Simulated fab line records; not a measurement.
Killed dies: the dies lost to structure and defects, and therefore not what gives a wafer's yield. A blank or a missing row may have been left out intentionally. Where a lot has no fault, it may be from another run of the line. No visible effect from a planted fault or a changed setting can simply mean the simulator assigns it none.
Struck lot and sound lot, side by side || flow nand-harc || 18 steps out of a route of 1302
Sound: wafers L298.3, L298.4, L298.6. The struck wafers were L307.1, L307.3, L307.4. The cause is given at the end.
For every step that has rows: the tool of each side, followed by ch and its chambers, followed by its first start. Under that, the readings that differ: sound wafers || struck wafers || difference of the means || sigmas: that difference in standard deviations of wafers without a fault.
alike: a reading whose means differ by less than 2 such deviations, as well as words and numbers matching on both sides. not compared: withheld readings; readings where some wafer has no value; bounds like >300 that might hide an equal value; numbers whose values overlap and for which the record gives no deviation.
The two part at a step that has a row with sigmas, a row that says differs or no value, or rows on one side only. Non-overlapping numbers with no deviation appear without sigmas and do not part them. A reading missing from all wafers of one side parts the sides only when that side holds two or more wafers.

NHARC_P_ZERO_WELL_CD_MEAS_11: target cd 500 nm.
  sound on cd-sem-03 ch 0, day 2 17:14; struck on cd-sem-02 ch 0, day 6 11:14
  alike: cd-nm
then, 1 step without rows for these wafers: NHARC_P_ZERO_WELL_HARDBAKE_12 (time 65 s).
NHARC_P_ZERO_WELL_DESCUM_13: chemistry O2, time 3 s.
  sound on rie-diel-01 ch 0,2,3, day 2 17:24; struck on rie-diel-10 ch 0,1,3, day 6 11:23
  alike: drypump-motor-current-A, oes-product-au, rf-vpp-V, showerhead-plenum-p-Torr, throttle-valve-pct
  not compared: rf-hours-counter-h
NHARC_P_ZERO_WELL_ETCH_65: etches the open film in N2/H2, target depth 80 nm, overetch 24 nm, time 87.88 s.
  sound on rie-diel-01 ch 0,1, day 2 17:31; struck on rie-diel-10 ch 0,1,3, day 6 11:29
  alike: bias-w, drypump-motor-current-A, oes-product-au, rf-vpp-V, showerhead-plenum-p-Torr, throttle-valve-pct
  not compared: rf-hours-counter-h
NHARC_P_ZERO_WELL_ETCH_62: etches the open film in CHF3/Ar, target depth 13 nm, time 6.5 s.
  sound on rie-diel-01 ch 1,2; struck on rie-diel-10 ch 0,1,2
  alike: bias-w, drypump-motor-current-A, oes-product-au, rf-vpp-V, showerhead-plenum-p-Torr, throttle-valve-pct
  not compared: rf-hours-counter-h
NHARC_P_ZERO_WELL_ETCH_63: etches the open film in HBr/Cl2, target depth 120 nm, time 40.1 s.
  sound on rie-si-06 ch 1,2, day 2 17:41; struck on rie-si-06 ch 0,1,2, day 6 11:40
  alike: bias-w, drypump-motor-current-A, oes-product-au, throttle-valve-pct
  not compared: rf-hours-counter-h
then, 6 steps without rows for these wafers: NHARC_P_ZERO_WELL_STRIP_15 (strips in SPM, time 900 s); NHARC_P_ZERO_WELL_DEHYDRATE_16 (time 120 s); NHARC_P_ZERO_WELL_HMDS_17 (time 30 s); NHARC_P_ZERO_WELL_COAT_18; NHARC_P_ZERO_WELL_SOFTBAKE_19 (time 95 s); NHARC_P_ZERO_WELL_EBR_20.
NHARC_P_ZERO_WELL_EXPOSE_21: exposes mask P NWELL, target cd 720 nm.
  sound on krf-scanner-02 ch 0, day 2 18:28; struck on krf-scanner-02 ch 0, day 6 12:26
{"reading": "mask", "sound": "P_NWELL#0 P_NWELL#0 P_NWELL#0", "struck": "P_HVPW#0 P_HVPW#0 P_HVPW#0", "difference": "differs", "sigmas": ""}
  alike: reticle-temp-C
then, 2 steps without rows for these wafers: NHARC_P_ZERO_WELL_PEB_22 (peb time 85 s); NHARC_P_ZERO_WELL_DEVELOP_23 (time 70 s).
NHARC_P_ZERO_WELL_CD_MEAS_24: target cd 720 nm.
  sound on cd-sem-01 ch 0, day 2 18:37; struck on cd-sem-02 ch 0, day 6 12:35
{"reading": "cd-nm (nm)", "sound": "716 716 720", "struck": "- - -", "difference": "no value on the struck wafers", "sigmas": ""}
then, 1 step without rows for these wafers: NHARC_P_ZERO_WELL_HARDBAKE_25 (time 80 s).
-- jump in the record: it breaks off in module P_ZERO_WELL and resumes in module END (first step shown: number 1302 of the route), and 22 days separate the struck wafers' starts before and after --
NHARC_END_SORT_01:
  only the struck wafers appear in the record here, on prober-01 ch 0 at day 28 18:53; the sound ones have no rows

== WHERE THEY PART ==
First at NHARC_P_ZERO_WELL_EXPOSE_21; last, within this record, at NHARC_END_SORT_01.

WHY: what had been put in by the simulator
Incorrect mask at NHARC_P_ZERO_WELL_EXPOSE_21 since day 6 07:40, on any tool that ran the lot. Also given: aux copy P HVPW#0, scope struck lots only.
